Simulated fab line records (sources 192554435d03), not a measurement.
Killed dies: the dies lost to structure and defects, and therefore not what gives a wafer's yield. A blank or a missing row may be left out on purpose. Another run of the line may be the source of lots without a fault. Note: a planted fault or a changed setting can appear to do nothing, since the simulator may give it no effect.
Chamber matching + flow n5 finfet + N5_BEOL_M6_ETCH_65 on rie diel-01 has 4 sister chambers
The step etches SiARC in CF4, target depth 15.6 nm, time 26 s. 8 wafers are shown with their chamber, then 9 later ones without.

## EACH WAFER AND ITS CHAMBER
| wafer  | chamber | showerhead plenum p Torr (Torr) | throttle valve pct (%) |
|--------|---------|---------------------------------|------------------------|
| L080.1 | 0       | 2.19                            | 15.42                  |
| L080.4 | 2       | 2.26                            | 15.19                  |
| L082.3 | 1       | 2.07                            | 15.91                  |
| L083.1 | 0       | 2.19                            | 15.42                  |
| L083.6 | 3       | 2.23                            | 15.95                  |
| L085.1 | 1       | 2.06                            | 15.93                  |
| L085.2 | 3       | 2.23                            | 15.95                  |
| L085.4 | 2       | 2.26                            | 15.21                  |

## WAFERS WITHOUT THEIR CHAMBER
| wafer  | showerhead plenum p Torr (Torr) | throttle valve pct (%) |
|--------|---------------------------------|------------------------|
| L086.1 | 2.23                            | 15.96                  |
| L086.3 | 2.18                            | 15.44                  |
| L086.4 | 2.26                            | 15.21                  |
| L092.1 | 2.22                            | 15.99                  |
| L092.3 | 2.18                            | 15.48                  |
| L092.6 | 2.18                            | 15.48                  |
| L096.1 | 2.22                            | 16.01                  |
| L096.3 | 2.05                            | 15.99                  |
| L096.5 | 2.22                            | 16.02                  |

## EACH ONE'S CHAMBER
| wafer  | from the rows above | in truth |
|--------|---------------------|----------|
| L086.1 | 3                   | 3        |
| L086.3 | 0                   | 0        |
| L086.4 | 2                   | 2        |
| L092.1 | 3                   | 3        |
| L092.3 | 0                   | 0        |
| L092.6 | 0                   | 0        |
| L096.1 | 3                   | 3        |
| L096.3 | 1                   | 1        |
| L096.5 | 3                   | 3        |
Correctly placed: 9 of 9. Not placeable from these rows: 0. Number placed wrongly: 0.
How it was worked out, from the rows above alone: a wafer's distance from a chamber is the root of the sum, over the readings, of the square of ((its reading less the chamber's mean) divided by the reading's scatter). If the next closest chamber is less than 2 further off than the closest, the wafer can't be placed; otherwise it belongs to the closest. The mean given for a chamber averages the wafers shown for that chamber. The scatter: the root of (the sum of the squares of (reading less its chamber's mean) over the shown wafers, divided by (wafers less chambers)).
